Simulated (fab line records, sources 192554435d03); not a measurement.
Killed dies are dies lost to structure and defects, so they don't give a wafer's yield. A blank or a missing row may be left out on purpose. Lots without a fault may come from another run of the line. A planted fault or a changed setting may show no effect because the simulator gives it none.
Which tool did it? | flow n5_finfet | 24 lots, 72 wafers sampled, at 6 steps of a route of 1938

WHAT THE GAUGES READ, wafer by wafer
N5_BEOL_M9_THK_MEAS_01. Usual: M9_ILD_THK 268 nm, standard deviation 3.1.
lot  | measured     | on            | M9_ILD_THK (nm) | flag
L075 | day 10 17:02 | film_metro-01 | 270 273 267     |
L074 | day 11 00:27 | film_metro-01 | 264 269 273     |
L077 | day 11 22:06 | film_metro-01 | 267 266 267     |
L078 | day 12 00:01 | film_metro-02 | 269 269 271     |
L076 | day 12 00:17 | film_metro-01 | 270 267 275     |
L079 | day 12 00:56 | film_metro-01 | 271 277 271     |
L081 | day 12 07:51 | film_metro-02 | 268 271 270     |
L082 | day 12 08:12 | film_metro-01 | 269 273 271     |
L080 | day 12 16:47 | film_metro-02 | 264 268 268     |
L083 | day 13 11:52 | film_metro-02 | 264 268 269     |
L084 | day 13 16:39 | film_metro-02 | 263 263 268     |
L085 | day 14 11:06 | film_metro-01 | 263 263 270     |
L086 | day 14 13:26 | film_metro-02 | 267 272 270     |
L087 | day 14 14:55 | film_metro-01 | 263 267 269     |
L088 | day 15 13:29 | film_metro-02 | 268 266 271     |
L089 | day 15 21:19 | film_metro-01 | 265 266 270     |
L090 | day 16 14:26 | film_metro-01 | 261 266 266     |
L094 | day 16 18:08 | film_metro-02 | 271 263 271     |
L092 | day 17 00:25 | film_metro-01 | 271 272 273     |
L093 | day 17 01:42 | film_metro-01 | 260 264 268     |
L091 | day 17 01:52 | film_metro-02 | 265 269 270     |
L095 | day 17 06:58 | film_metro-02 | 264 267 267     |
L097 | day 17 14:16 | film_metro-01 | 267 269 272     |
L096 | day 18 01:44 | film_metro-01 | 267 272 268     |

N5_BEOL_M9_INSPECT_13: inspects for defects (brightfield). Usual: raw_defect_count 380, standard deviation 110.
lot  | measured     | on                | raw_defect_count | flag
L075 | day 10 19:46 | defect_inspect-02 | 503 655 735      |
L074 | day 11 02:22 | defect_inspect-01 | 307 308 411      |
L077 | day 11 23:11 | defect_inspect-01 | 303 360 267      |
L078 | day 12 02:11 | defect_inspect-01 | 299 283 348      |
L076 | day 12 02:29 | defect_inspect-01 | 479 634 497      |
L079 | day 12 02:56 | defect_inspect-02 | 428 411 409      |
L081 | day 12 09:58 | defect_inspect-02 | 481 624 386      |
L082 | day 12 10:09 | defect_inspect-02 | 371 417 421      |
L080 | day 12 19:14 | defect_inspect-01 | 268 303 294      |
L083 | day 13 14:49 | defect_inspect-02 | 411 323 431      |
L084 | day 13 19:04 | defect_inspect-01 | 334 256 345      |
L085 | day 14 12:55 | defect_inspect-02 | 295 407 347      |
L086 | day 14 14:39 | defect_inspect-02 | 363 424 503      |
L087 | day 14 16:35 | defect_inspect-01 | 291 313 291      |
L088 | day 15 15:47 | defect_inspect-01 | 321 384 390      |
L089 | day 15 22:32 | defect_inspect-01 | 362 273 382      |
L090 | day 16 16:13 | defect_inspect-01 | 330 493 364      |
L094 | day 16 19:25 | defect_inspect-01 | 247 357 234      |
L092 | day 17 03:57 | defect_inspect-01 | 290 265 294      |
L093 | day 17 04:16 | defect_inspect-02 | 553 387 615      |
L091 | day 17 04:26 | defect_inspect-02 | 357 455 346      |
L095 | day 17 08:07 | defect_inspect-02 | 467 335 387      |
L097 | day 17 15:14 | defect_inspect-01 | 323 214 274      |
L096 | day 18 03:14 | defect_inspect-01 | 302 262 275      |

N5_BEOL_M9_CD_MEAS_35: target cd 70 nm, target cd y 40 nm. Usual: cd_nm 70.1 nm, standard deviation 0.5.
lot  | measured     | on        | cd_nm (nm)     | flag
L075 | day 11 01:05 | cd_sem-02 | 70.5 70.0 70.1 |
L074 | day 11 04:58 | cd_sem-02 | 69.3 69.5 70.2 |
L077 | day 12 03:17 | cd_sem-01 | 69.3 70.0 69.3 |
L078 | day 12 04:50 | cd_sem-03 | 70.5 69.9 70.0 |
L076 | day 12 04:46 | cd_sem-03 | 70.1 70.4 70.2 |
L079 | day 12 05:11 | cd_sem-01 | 69.5 70.2 70.5 |
L081 | day 12 13:40 | cd_sem-02 | 70.0 70.0 70.0 |
L082 | day 12 13:32 | cd_sem-01 | 70.4 69.6 70.4 |
L080 | day 12 22:43 | cd_sem-02 | 70.2 70.8 70.5 |
L083 | day 13 18:40 | cd_sem-01 | 69.6 69.0 70.2 |
L084 | day 13 23:05 | cd_sem-01 | 69.8 69.9 70.2 |
L085 | day 14 15:53 | cd_sem-02 | 69.6 70.3 71.0 |
L086 | day 14 16:18 | cd_sem-01 | 69.4 70.3 69.1 |
L087 | day 14 18:19 | cd_sem-01 | 71.7 70.6 71.0 |
L088 | day 15 17:27 | cd_sem-03 | 69.6 70.3 69.9 |
L089 | day 16 02:44 | cd_sem-02 | 69.9 70.4 70.2 |
L090 | day 16 20:15 | cd_sem-01 | 70.7 69.8 70.2 |
L094 | day 16 21:26 | cd_sem-03 | 71.4 70.5 70.6 |
L092 | day 17 08:04 | cd_sem-02 | 70.0 69.8 69.6 |
L093 | day 17 08:10 | cd_sem-02 | 70.6 70.6 70.3 |
L091 | day 17 10:44 | cd_sem-02 | 70.2 69.4 70.2 |
L095 | day 17 11:01 | cd_sem-03 | 69.3 69.9 69.8 |
L097 | day 17 18:08 | cd_sem-02 | 68.9 69.6 69.8 |
L096 | day 18 05:52 | cd_sem-03 | 70.5 69.9 70.2 |

WHICH TOOL RAN EACH LOT (tool, then ch and the chambers of the sampled wafers, then the start)
lot  | N5_BEOL_M8_ANNEAL_51             | N5_BEOL_M9_ETCH_66                 | N5_BEOL_M9_STRIP_80
L075 | rtp_anneal-02 ch 0, day 10 15:11 | rie_diel-04 ch 0,2,3, day 11 00:34 | rie_diel-04 ch 0,2,3, day 11 01:05 or earlier
L074 | rtp_anneal-01 ch 0, day 10 22:30 | rie_diel-02 ch 0,2,3, day 11 04:26 | rie_diel-02 ch 0,2,3, day 11 04:58 or earlier
L077 | rtp_anneal-01 ch 0, day 11 20:27 | rie_diel-02 ch 1,2, day 12 02:46   | rie_diel-02 ch 1,2, day 12 03:17 or earlier
L078 | rtp_anneal-01 ch 0, day 11 22:38 | rie_diel-04 ch 0,1, day 12 04:19   | rie_diel-04 ch 0,1, day 12 04:50 or earlier
L076 | rtp_anneal-01 ch 0, day 11 22:57 | rie_diel-02 ch 0,1, day 12 04:14   | rie_diel-02 ch 0,1, day 12 04:46 or earlier
L079 | rtp_anneal-01 ch 0, day 11 23:32 | rie_diel-02 ch 0,1, day 12 04:39   | rie_diel-02 ch 0,1, day 12 05:11 or earlier
L081 | rtp_anneal-02 ch 0, day 12 06:31 | rie_diel-01 ch 0,1,2, day 12 13:08 | rie_diel-01 ch 0,1,2, day 12 13:40 or earlier
L082 | rtp_anneal-02 ch 0, day 12 06:47 | rie_diel-04 ch 2,3, day 12 13:00   | rie_diel-04 ch 2,3, day 12 13:32 or earlier
L080 | rtp_anneal-01 ch 0, day 12 14:50 | rie_diel-02 ch 1,2,3, day 12 22:10 | rie_diel-02 ch 1,2,3, day 12 22:43 or earlier
L083 | rtp_anneal-02 ch 0, day 13 10:31 | rie_diel-04 ch 0,1,2, day 13 18:08 | rie_diel-04 ch 0,1,2, day 13 18:40 or earlier
L084 | rtp_anneal-01 ch 0, day 13 14:45 | rie_diel-04 ch 0,1,2, day 13 22:32 | rie_diel-04 ch 0,1,2, day 13 23:05 or earlier
L085 | rtp_anneal-01 ch 0, day 14 09:14 | rie_diel-01 ch 0,1,3, day 14 15:22 | rie_diel-01 ch 0,1,3, day 14 15:53 or earlier
L086 | rtp_anneal-01 ch 0, day 14 12:07 | rie_diel-04 ch 0,2,3, day 14 15:46 | rie_diel-04 ch 0,2,3, day 14 16:18 or earlier
L087 | rtp_anneal-02 ch 0, day 14 13:35 | rie_diel-01 ch 0,1, day 14 17:43   | rie_diel-01 ch 0,1, day 14 18:19 or earlier
L088 | rtp_anneal-02 ch 0, day 15 11:38 | rie_diel-02 ch 0,2, day 15 16:55   | rie_diel-02 ch 0,2, day 15 17:27 or earlier
L089 | rtp_anneal-02 ch 0, day 15 19:54 | rie_diel-01 ch 1,2, day 16 02:12   | rie_diel-01 ch 1,2, day 16 02:44 or earlier
L090 | rtp_anneal-02 ch 0, day 16 12:37 | rie_diel-04 ch 0,1,3, day 16 19:43 | rie_diel-04 ch 0,1,3, day 16 20:15 or earlier
L094 | rtp_anneal-02 ch 0, day 16 16:47 | rie_diel-02 ch 2,3, day 16 20:54   | rie_diel-02 ch 2,3, day 16 21:26 or earlier
L092 | rtp_anneal-01 ch 0, day 16 22:42 | rie_diel-02 ch 0,1,3, day 17 07:32 | rie_diel-02 ch 0,1,3, day 17 08:04 or earlier
L093 | rtp_anneal-01 ch 0, day 16 23:58 | rie_diel-04 ch 0,2,3, day 17 07:36 | rie_diel-04 ch 0,2,3, day 17 08:10 or earlier
L091 | rtp_anneal-02 ch 0, day 17 00:13 | rie_diel-02 ch 0,1,2, day 17 10:12 | rie_diel-02 ch 0,1,2, day 17 10:44 or earlier
L095 | rtp_anneal-02 ch 0, day 17 05:32 | rie_diel-04 ch 2,3, day 17 10:28   | rie_diel-04 ch 2,3, day 17 11:01 or earlier
L097 | rtp_anneal-02 ch 0, day 17 12:52 | rie_diel-02 ch 0,3, day 17 17:31   | rie_diel-02 ch 0,3, day 17 18:08 or earlier
L096 | rtp_anneal-01 ch 0, day 18 00:18 | rie_diel-04 ch 0,2,3, day 18 05:20 | rie_diel-04 ch 0,2,3, day 18 05:52 or earlier
- N5_BEOL_M8_ANNEAL_51: time 90 s.
- N5_BEOL_M9_ETCH_66: etches SOC in N2/H2, target depth 80 nm, overetch 16 nm, time 120 s.
- N5_BEOL_M9_STRIP_80: strips in N2/H2, time 10 s.

WHAT THE TOOLS THEMSELVES READ (means of the sampled wafers that have a number; where no wafer has one, the mark that the record gives instead)
N5_BEOL_M8_ANNEAL_51. Usual: wafer_temp_C_max 225.9, standard deviation 0.34.
lot  | tool          | wafer_temp_C_max | flag
L075 | rtp_anneal-02 | 226.3            |
L074 | rtp_anneal-01 | 225.9            |
L077 | rtp_anneal-01 | 225.5            |
L078 | rtp_anneal-01 | 225.8            |
L076 | rtp_anneal-01 | 225.7            |
L079 | rtp_anneal-01 | 225.9            |
L081 | rtp_anneal-02 | 226.2            |
L082 | rtp_anneal-02 | 226.5            |
L080 | rtp_anneal-01 | 225.7            |
L083 | rtp_anneal-02 | 226.0            |
L084 | rtp_anneal-01 | 225.6            |
L085 | rtp_anneal-01 | 225.5            |
L086 | rtp_anneal-01 | 225.6            |
L087 | rtp_anneal-02 | 225.8            |
L088 | rtp_anneal-02 | 226.2            |
L089 | rtp_anneal-02 | 226.2            |
L090 | rtp_anneal-02 | 226.2            |
L094 | rtp_anneal-02 | 226.0            |
L092 | rtp_anneal-01 | 225.8            |
L093 | rtp_anneal-01 | 225.7            |
L091 | rtp_anneal-02 | 226.4            |
L095 | rtp_anneal-02 | 226.4            |
L097 | rtp_anneal-02 | 226.1            |
L096 | rtp_anneal-01 | 225.6            |

N5_BEOL_M9_ETCH_66. Usual: drypump_motor_current_A 5.5 A, standard deviation 0.47; oes_product_au 0.61 a.u., standard deviation 0.07; rf_vpp_V 525.9 V, standard deviation 1.8; showerhead_plenum_p_Torr 2.62 Torr, standard deviation 0.062; throttle_valve_pct 17.83 %, standard deviation 0.25.
lot  | tool        | drypump_motor_current_A (A) | oes_product_au (a.u.) | rf_vpp_V (V) | showerhead_plenum_p_Torr (Torr) | throttle_valve_pct (%) | flag
L075 | rie_diel-04 | 5.8                         | 0.62                  | 524.4        | 2.55                            | 17.81                  |
L074 | rie_diel-02 | 5.1                         | 0.59                  | 526.1        | 2.66                            | 17.97                  |
L077 | rie_diel-02 | 5.0                         | 0.59                  | 527.4        | 2.65                            | 17.90                  |
L078 | rie_diel-04 | 6.1                         | 0.72                  | 526.6        | 2.64                            | 17.69                  |
L076 | rie_diel-02 | 5.1                         | 0.53                  | 526.7        | 2.63                            | 17.90                  |
L079 | rie_diel-02 | 5.0                         | 0.55                  | 526.6        | 2.63                            | 17.79                  |
L081 | rie_diel-01 | 5.4                         | 0.62                  | 525.6        | 2.59                            | 17.81                  |
L082 | rie_diel-04 | 5.6                         | 0.55                  | 523.5        | 2.52                            | 17.88                  |
L080 | rie_diel-02 | 5.1                         | 0.59                  | 527.4        | 2.66                            | 17.87                  |
L083 | rie_diel-04 | 5.9                         | 0.65                  | 525.4        | 2.60                            | 17.77                  |
L084 | rie_diel-04 | 5.9                         | 0.64                  | 526.3        | 2.60                            | 17.77                  |
L085 | rie_diel-01 | 5.3                         | 0.60                  | 526.2        | 2.62                            | 17.77                  |
L086 | rie_diel-04 | 5.7                         | 0.59                  | 523.5        | 2.54                            | 17.86                  |
L087 | rie_diel-01 | 5.6                         | 0.60                  | 526.3        | 2.62                            | 17.76                  |
L088 | rie_diel-02 | 4.9                         | 0.57                  | 526.5        | 2.65                            | 18.28                  |
L089 | rie_diel-01 | 5.2                         | 0.60                  | 524.2        | 2.55                            | 17.96                  |
L090 | rie_diel-04 | 6.0                         | 0.63                  | 525.1        | 2.60                            | 17.72                  |
L094 | rie_diel-02 | 5.3                         | 0.59                  | 527.0        | 2.66                            | 17.88                  |
L092 | rie_diel-02 | 5.2                         | 0.62                  | 526.2        | 2.63                            | 17.66                  |
L093 | rie_diel-04 | 5.8                         | 0.66                  | 524.2        | 2.53                            | 17.75                  |
L091 | rie_diel-02 | 5.0                         | 0.62                  | 526.5        | 2.63                            | 17.92                  |
L095 | rie_diel-04 | 5.6                         | 0.61                  | 522.5        | 2.51                            | 17.72                  |
L097 | rie_diel-02 | 5.4                         | 0.63                  | 526.9        | 2.64                            | 17.63                  |
L096 | rie_diel-04 | 5.7                         | 0.64                  | 523.5        | 2.53                            | 17.76                  |

N5_BEOL_M9_STRIP_80. Usual: drypump_motor_current_A 5.5 A, standard deviation 0.46; oes_product_au 0.80 a.u., standard deviation 0.097; rf_vpp_V 59.5 V, standard deviation 0.78; showerhead_plenum_p_Torr 2.61 Torr, standard deviation 0.062; throttle_valve_pct 23.7 %, standard deviation 0.32.
lot  | tool        | drypump_motor_current_A (A) | oes_product_au (a.u.) | rf_vpp_V (V) | showerhead_plenum_p_Torr (Torr) | throttle_valve_pct (%) | flag
L075 | rie_diel-04 | 5.8                         | 0.81                  | 59.6         | 2.55                            | 23.6                   |
L074 | rie_diel-02 | 5.2                         | 0.77                  | 59.4         | 2.65                            | 23.8                   |
L077 | rie_diel-02 | 5.0                         | 0.77                  | 59.7         | 2.65                            | 23.8                   |
L078 | rie_diel-04 | 6.1                         | 0.96                  | 59.0         | 2.64                            | 23.6                   |
L076 | rie_diel-02 | 5.0                         | 0.69                  | 59.1         | 2.63                            | 23.7                   |
L079 | rie_diel-02 | 5.1                         | 0.72                  | 59.7         | 2.63                            | 23.6                   |
L081 | rie_diel-01 | 5.4                         | 0.82                  | 59.3         | 2.59                            | 23.7                   |
L082 | rie_diel-04 | 5.5                         | 0.70                  | 59.6         | 2.51                            | 23.7                   |
L080 | rie_diel-02 | 5.1                         | 0.78                  | 58.9         | 2.66                            | 23.7                   |
L083 | rie_diel-04 | 5.9                         | 0.85                  | 60.3         | 2.60                            | 23.6                   |
L084 | rie_diel-04 | 5.9                         | 0.84                  | 59.2         | 2.60                            | 23.6                   |
L085 | rie_diel-01 | 5.3                         | 0.78                  | 59.5         | 2.62                            | 23.6                   |
L086 | rie_diel-04 | 5.7                         | 0.77                  | 59.6         | 2.54                            | 23.7                   |
L087 | rie_diel-01 | 5.6                         | 0.78                  | 59.1         | 2.62                            | 23.7                   |
L088 | rie_diel-02 | 4.9                         | 0.74                  | 58.9         | 2.64                            | 24.2                   |
L089 | rie_diel-01 | 5.3                         | 0.77                  | 59.8         | 2.54                            | 23.8                   |
L090 | rie_diel-04 | 6.0                         | 0.83                  | 59.8         | 2.60                            | 23.5                   |
L094 | rie_diel-02 | 5.3                         | 0.77                  | 59.6         | 2.66                            | 23.7                   |
L092 | rie_diel-02 | 5.2                         | 0.80                  | 59.2         | 2.63                            | 23.4                   |
L093 | rie_diel-04 | 5.8                         | 0.86                  | 60.0         | 2.53                            | 23.6                   |
L091 | rie_diel-02 | 5.0                         | 0.81                  | 60.3         | 2.63                            | 23.8                   |
L095 | rie_diel-04 | 5.6                         | 0.80                  | 59.3         | 2.50                            | 23.6                   |
L097 | rie_diel-02 | 5.4                         | 0.81                  | 59.6         | 2.64                            | 23.4                   |
L096 | rie_diel-04 | 5.8                         | 0.84                  | 59.3         | 2.53                            | 23.6                   |

THE ANSWER, worked out from the rows above alone
Rule: a lot is off if the mean of its wafers that have a number lies more than 3 standard deviations from the usual mean. A lot without any number at a reading at which 4 lots or more have one is off too. The other lots that the step has rows for count as sound. The gauges are gone through in route order, then the tools' own readings, and for those a lot's mean is taken as printed above. The first step at which some lot is off is used, and at that step the reading that is off furthest; a lot without a number counts as furthest.
No lot is off at any reading shown: from this, nothing can be told.

WHAT THE SIMULATOR HAD PUT IN
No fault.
